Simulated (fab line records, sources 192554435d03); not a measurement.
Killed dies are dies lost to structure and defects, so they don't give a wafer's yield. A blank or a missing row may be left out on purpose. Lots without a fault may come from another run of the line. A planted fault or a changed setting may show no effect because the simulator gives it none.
Which tool did it? | flow n5_finfet | 24 lots, 72 wafers sampled, at 4 steps of a route of 1938

WHAT THE GAUGES READ, wafer by wafer
N5_BEOL_M10_CD_MEAS_11: target cd 64.1 nm. Usual: cd_nm 64.2 nm, standard deviation 0.46.
lot  | measured     | on        | cd_nm (nm)     | flag
L074 | day 10 01:17 | cd_sem-02 | 64.6 64.1 63.9 |
L075 | day 10 09:44 | cd_sem-01 | 63.5 63.5 64.0 |
L077 | day 10 19:34 | cd_sem-01 | 64.2 63.6 64.4 |
L076 | day 10 21:04 | cd_sem-03 | 64.1 63.9 64.0 |
L078 | day 11 03:19 | cd_sem-01 | 63.7 63.8 63.5 |
L079 | day 11 04:10 | cd_sem-01 | 63.4 64.0 64.3 |
L080 | day 11 11:43 | cd_sem-03 | 65.0 64.0 64.8 |
L081 | day 11 15:17 | cd_sem-01 | 64.1 64.3 64.5 |
L083 | day 11 22:31 | cd_sem-01 | 64.8 64.7 64.3 |
L082 | day 11 23:05 | cd_sem-01 | 64.6 64.1 64.5 |
L084 | day 12 11:08 | cd_sem-02 | 63.8 64.1 63.8 |
L085 | day 12 21:20 | cd_sem-03 | 63.7 63.8 63.9 |
L086 | day 13 02:13 | cd_sem-01 | 64.0 64.4 64.6 |
L087 | day 13 07:36 | cd_sem-02 | 64.8 64.7 65.6 |
L089 | day 13 14:35 | cd_sem-02 | 64.1 64.0 63.3 |
L090 | day 13 21:23 | cd_sem-01 | 63.9 64.5 63.5 |
L088 | day 14 00:02 | cd_sem-01 | 65.0 64.6 65.1 |
L093 | day 14 06:44 | cd_sem-03 | 64.7 64.8 64.4 |
L091 | day 14 15:28 | cd_sem-01 | 63.4 64.2 63.9 |
L092 | day 14 19:13 | cd_sem-02 | 64.0 64.1 65.0 |
L094 | day 14 19:40 | cd_sem-02 | 64.4 64.4 64.6 |
L095 | day 15 02:56 | cd_sem-01 | 64.7 63.8 63.9 |
L096 | day 15 19:50 | cd_sem-02 | 64.5 64.9 64.2 |
L097 | day 16 07:50 | cd_sem-02 | 63.5 64.4 63.8 |

N5_BEOL_M11_THK_MEAS_01. Usual: M11_ILD_THK 267 nm, standard deviation 3.1.
lot  | measured     | on            | M11_ILD_THK (nm) | flag
L074 | day 10 09:34 | film_metro-01 | 261 262 263      |
L075 | day 10 17:05 | film_metro-01 | 267 267 273      |
L077 | day 11 01:53 | film_metro-02 | 263 268 267      |
L076 | day 11 02:44 | film_metro-01 | 270 264 274      |
L078 | day 11 10:17 | film_metro-01 | 268 270 269      |
L079 | day 11 11:13 | film_metro-02 | 267 270 267      |
L080 | day 11 19:47 | film_metro-02 | 262 269 269      |
L081 | day 12 00:08 | film_metro-01 | 264 266 269      |
L083 | day 12 04:44 | film_metro-01 | 263 262 263      |
L082 | day 12 04:31 | film_metro-01 | 266 271 270      |
L084 | day 12 18:35 | film_metro-02 | 259 266 265      |
L085 | day 13 06:38 | film_metro-02 | 265 266 270      |
L086 | day 13 09:01 | film_metro-02 | 260 262 269      |
L087 | day 13 12:49 | film_metro-02 | 266 265 273      |
L089 | day 13 21:31 | film_metro-02 | 264 269 267      |
L090 | day 14 01:59 | film_metro-02 | 264 265 265      |
L088 | day 14 04:55 | film_metro-02 | 266 269 266      |
L093 | day 14 14:25 | film_metro-01 | 263 265 267      |
L091 | day 14 22:52 | film_metro-01 | 261 266 266      |
L092 | day 15 03:00 | film_metro-02 | 266 263 268      |
L094 | day 15 02:54 | film_metro-02 | 265 266 269      |
L095 | day 15 07:32 | film_metro-01 | 265 271 271      |
L096 | day 16 01:59 | film_metro-02 | 262 266 266      |
L097 | day 16 13:49 | film_metro-02 | 269 265 271      |

WHICH TOOL RAN EACH LOT (tool, then ch and the chambers of the sampled wafers, then the start)
lot  | N5_BEOL_M10_DEP_56              | N5_BEOL_M11_ILD_DEP_00
L074 | pecvd-03 ch 0,1,2, day 10 08:50 | pecvd-02 ch 0,1,2, day 10 08:59
L075 | pecvd-02 ch 0,1,2, day 10 16:22 | pecvd-03 ch 0,1,2, day 10 16:30
L077 | pecvd-02 ch 0,1, day 11 01:09   | pecvd-03 ch 0,1, day 11 01:17
L076 | pecvd-02 ch 0,1,2, day 11 01:49 | pecvd-03 ch 1,2, day 11 01:57
L078 | pecvd-02 ch 0,1,2, day 11 09:34 | pecvd-03 ch 0,2, day 11 09:41
L079 | pecvd-03 ch 0,2, day 11 10:28   | pecvd-03 ch 0,2, day 11 10:36
L080 | pecvd-02 ch 0,1,2, day 11 19:03 | pecvd-01 ch 0,1, day 11 19:11
L081 | pecvd-02 ch 0,1, day 11 23:24   | pecvd-03 ch 0,2, day 11 23:32
L083 | pecvd-04 ch 1,2, day 12 03:30   | pecvd-02 ch 0,1,2, day 12 03:40
L082 | pecvd-04 ch 1,2, day 12 03:47   | pecvd-01 ch 0,2, day 12 03:56
L084 | pecvd-03 ch 1,2, day 12 17:50   | pecvd-02 ch 0,1, day 12 17:58
L085 | pecvd-02 ch 0, day 13 05:54     | pecvd-01 ch 0,1,2, day 13 06:03
L086 | pecvd-02 ch 0,1, day 13 08:16   | pecvd-01 ch 0,1,2, day 13 08:25
L087 | pecvd-04 ch 1, day 13 12:04     | pecvd-01 ch 0,1,2, day 13 12:13
L089 | pecvd-03 ch 1,2, day 13 20:47   | pecvd-01 ch 0,1,2, day 13 20:56
L090 | pecvd-04 ch 1,2, day 14 01:14   | pecvd-01 ch 0,1, day 14 01:23
L088 | pecvd-04 ch 1, day 14 04:10     | pecvd-02 ch 0,1,2, day 14 04:20
L093 | pecvd-04 ch 1,2, day 14 13:13   | pecvd-03 ch 1,2, day 14 13:20
L091 | pecvd-03 ch 0,1,2, day 14 22:08 | pecvd-03 ch 0,1,2, day 14 22:16
L092 | pecvd-03 ch 0,2, day 15 02:16   | pecvd-03 ch 1,2, day 15 02:25
L094 | pecvd-02 ch 0,1, day 15 02:11   | pecvd-02 ch 1,2, day 15 02:19
L095 | pecvd-02 ch 0,1,2, day 15 06:48 | pecvd-03 ch 0,1,2, day 15 06:56
L096 | pecvd-03 ch 0,1,2, day 16 00:47 | pecvd-01 ch 0,1,2, day 16 00:55
L097 | pecvd-04 ch 0,1, day 16 13:05   | pecvd-01 ch 0,1,2, day 16 13:13
- N5_BEOL_M10_DEP_56: deposits SiCN from 3MS/NH3, target thk 15 nm, time 26.5 s.
- N5_BEOL_M11_ILD_DEP_00: deposits SiCOH lowk from DEMS/porogen, target thk 308.51 nm, time 58 s.

WHAT THE TOOLS THEMSELVES READ (means of the sampled wafers that have a number; where no wafer has one, the mark that the record gives instead)
N5_BEOL_M10_DEP_56. Usual: showerhead_plenum_p_Torr 3.658 Torr, standard deviation 0.017; throttle_valve_pct 8.7 %, standard deviation 0.52.
lot  | tool     | showerhead_plenum_p_Torr (Torr) | throttle_valve_pct (%) | flag
L074 | pecvd-03 | 3.660                           | 9.1                    |
L075 | pecvd-02 | 3.650                           | 8.6                    |
L077 | pecvd-02 | 3.645                           | 8.6                    |
L076 | pecvd-02 | 3.648                           | 8.5                    |
L078 | pecvd-02 | 3.653                           | 8.4                    |
L079 | pecvd-03 | 3.653                           | 9.3                    |
L080 | pecvd-02 | 3.659                           | 8.4                    |
L081 | pecvd-02 | 3.645                           | 8.5                    |
L083 | pecvd-04 | 3.656                           | 8.6                    |
L082 | pecvd-04 | 3.658                           | 8.6                    |
L084 | pecvd-03 | 3.666                           | 9.0                    |
L085 | pecvd-02 | 3.654                           | 8.6                    |
L086 | pecvd-02 | 3.650                           | 8.5                    |
L087 | pecvd-04 | 3.637                           | 9.1                    |
L089 | pecvd-03 | 3.667                           | 9.0                    |
L090 | pecvd-04 | 3.658                           | 8.7                    |
L088 | pecvd-04 | 3.645                           | 9.0                    |
L093 | pecvd-04 | 3.672                           | 8.3                    |
L091 | pecvd-03 | 3.660                           | 9.4                    |
L092 | pecvd-03 | 3.658                           | 9.6                    |
L094 | pecvd-02 | 3.654                           | 8.7                    |
L095 | pecvd-02 | 3.657                           | 8.3                    |
L096 | pecvd-03 | 3.660                           | 9.1                    |
L097 | pecvd-04 | 3.649                           | 9.0                    |

N5_BEOL_M11_ILD_DEP_00. Usual: heater_power_w 349 W, standard deviation 45; showerhead_plenum_p_Torr 5.737 Torr, standard deviation 0.016; throttle_valve_pct 13.8 %, standard deviation 0.77.
lot  | tool     | heater_power_w (W) | showerhead_plenum_p_Torr (Torr) | throttle_valve_pct (%) | flag
L074 | pecvd-02 | 328                | 5.735                           | 12.8                   |
L075 | pecvd-03 | 349                | 5.726                           | 13.9                   |
L077 | pecvd-03 | 339                | 5.736                           | 14.4                   |
L076 | pecvd-03 | 363                | 5.733                           | 13.5                   |
L078 | pecvd-03 | 383                | 5.716                           | 14.1                   |
L079 | pecvd-03 | 402                | 5.721                           | 13.9                   |
L080 | pecvd-01 | 358                | 5.737                           | 14.4                   |
L081 | pecvd-03 | 386                | 5.728                           | 14.5                   |
L083 | pecvd-02 | 335                | 5.733                           | 12.9                   |
L082 | pecvd-01 | 383                | 5.756                           | 14.0                   |
L084 | pecvd-02 | 308                | 5.714                           | 13.2                   |
L085 | pecvd-01 | 378                | 5.746                           | 13.9                   |
L086 | pecvd-01 | 371                | 5.748                           | 14.0                   |
L087 | pecvd-01 | 354                | 5.736                           | 13.9                   |
L089 | pecvd-01 | 385                | 5.748                           | 14.0                   |
L090 | pecvd-01 | 321                | 5.741                           | 13.9                   |
L088 | pecvd-02 | 301                | 5.722                           | 12.9                   |
L093 | pecvd-03 | 339                | 5.746                           | 13.6                   |
L091 | pecvd-03 | 341                | 5.736                           | 14.2                   |
L092 | pecvd-03 | 325                | 5.744                           | 13.8                   |
L094 | pecvd-02 | 320                | 5.726                           | 12.9                   |
L095 | pecvd-03 | 365                | 5.741                           | 14.1                   |
L096 | pecvd-01 | 389                | 5.740                           | 14.1                   |
L097 | pecvd-01 | 352                | 5.753                           | 14.0                   |

THE ANSWER, worked out from the rows above alone
Rule: a lot is off if the mean of its wafers that have a number lies more than 3 standard deviations from the usual mean. A lot without any number at a reading at which 4 lots or more have one is off too. The other lots that the step has rows for count as sound. The gauges are gone through in route order, then the tools' own readings, and for those a lot's mean is taken as printed above. The first step at which some lot is off is used, and at that step the reading that is off furthest; a lot without a number counts as furthest.
No lot is off at any reading shown: from this, nothing can be told.

WHAT THE SIMULATOR HAD PUT IN
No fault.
